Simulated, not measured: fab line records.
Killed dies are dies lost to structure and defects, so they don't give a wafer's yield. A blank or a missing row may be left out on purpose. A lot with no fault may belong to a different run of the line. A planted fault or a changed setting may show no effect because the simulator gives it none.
2 desks, one fault | flow n5-finfet | what lay behind the numbers comes last; until then each desk has only its own

== AT THE METROLOGY DESK ==
Lot by lot, what the gauges showed, no matter which tool ran the lot: averages of those sampled wafers that carry a number. The brackets show how far a lot's mean lies from the usual mean; more than 4 standard deviations puts the lot out of limits, marked OUT. Readings shown: 7 out of 17 (the first out of limits, and those lying furthest out on some lot).
Columns: A = IOFF_N at N5_BEOL_M4_RC_MEAS_101, usual 0.16 nA/um; B = IOFF_N_85C at N5_BEOL_M4_RC_MEAS_101, usual 3.1 nA/um; C = IOFF_N_LONG at N5_BEOL_M4_RC_MEAS_101, usual 5.47e-05 nA/um; D = ION_N at N5_BEOL_M4_RC_MEAS_101, usual 673 uA/um; E = VT_N at N5_BEOL_M4_RC_MEAS_101, usual 251 mV; F = VT_N_LONG at N5_BEOL_M4_RC_MEAS_101, usual 275.2 mV; G = VT_N_LVT at N5_BEOL_M4_RC_MEAS_101, usual 99 mV
lot  | first seen here | A               | B              | C                  | D             | E             | F               | G
L850 | day 7 15:37     | 0.15            | 3.1            | 5.16e-05           | 675           | 252           | 276.5           | 100
L852 | day 8 11:50     | 0.15            | 3.1            | 5.65e-05           | 667           | 251           | 271.1           | 99
L853 | day 8 17:00     | 0.18            | 3.4            | 5.48e-05           | 672           | 251           | 275.8           | 102
L854 | day 8 20:05     | 0.13            | 2.5            | 5.83e-05           | 667           | 253           | 272.8           | 103
L855 | day 9 00:49     | 0.25            | 4.4            | 5.81e-05           | 682           | 245           | 273.2           | 93
L856 | day 9 12:40     | 0.13            | 2.6            | 5.25e-05           | 662           | 254           | 277.6           | 102
L858 | day 9 14:08     | 0.16            | 3.1            | 5.78e-05           | 665           | 248           | 273.7           | 97
L863 | day 11 05:40    | 0.01 (-4.8) OUT | 0.2 (-5.9) OUT | 2.16e-05 (-11) OUT | 477 (-18) OUT | 339 (+28) OUT | 366.3 (+43) OUT | 189 (+26) OUT
L864 | day 11 16:36    | 0.01 (-4.9) OUT | 0.2 (-5.9) OUT | 2.21e-05 (-11) OUT | 462 (-19) OUT | 343 (+29) OUT | 366.9 (+44) OUT | 192 (+27) OUT
L870 | day 12 16:56    | 0.16            | 3.0            | 5.14e-05           | 678           | 250           | 277.2           | 102
L872 | day 13 09:48    | 0.22            | 4.0            | 5.52e-05           | 697           | 245           | 274.7           | 94
Per this desk, out of limits: L863, L864; the first was L863, day 11 05:43 (IOFF_N at N5_BEOL_M4_RC_MEAS_101). L850, L852, L853, L854, L855, L856, L858, L870, L872: within limits.

== TOOL OWNER'S DESK, wet-bench-03 ==
The tool's own readings at N5_HKMG_FIN_WET_ETCH_18 (etches TiN in SC1, time 55 s, target depth 5.2 nm, rinse time 30 s): means of the sampled wafers that have a number, for each lot that ran on this tool. The brackets show how far a lot's mean lies from the usual mean; more than 4 standard deviations puts the lot out of limits, marked OUT.
Columns: A = nh4oh-flow-mL-min at N5_HKMG_FIN_WET_ETCH_18, usual 214.4
lot  | first seen here | A
L850 | day 4 08:45     | 214.3
L855 | day 5 15:52     | 214.5
L863 | day 7 16:22     | 214.2
L864 | day 8 01:13     | 214.3
Finding of this desk: none of the 4 lots has anything out of limits.

== ALL TOGETHER ==
Metrology desk: alarm possible at day 11 05:43 on L863, L864.
The tool owner's desk saw nothing out of limits.
The tool owner's desk has L863, L864 on record, within its limits.
N5_HKMG_FIN_WET_ETCH_18 was run on wet-bench-03 by each of the lots named.

== WHAT THE SIMULATOR HAD PUT IN ==
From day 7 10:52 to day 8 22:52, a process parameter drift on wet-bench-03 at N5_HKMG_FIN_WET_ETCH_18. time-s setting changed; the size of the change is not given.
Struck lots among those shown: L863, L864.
Hours from the fault's start to each desk's first reading out of limits: the metrology desk, 91.
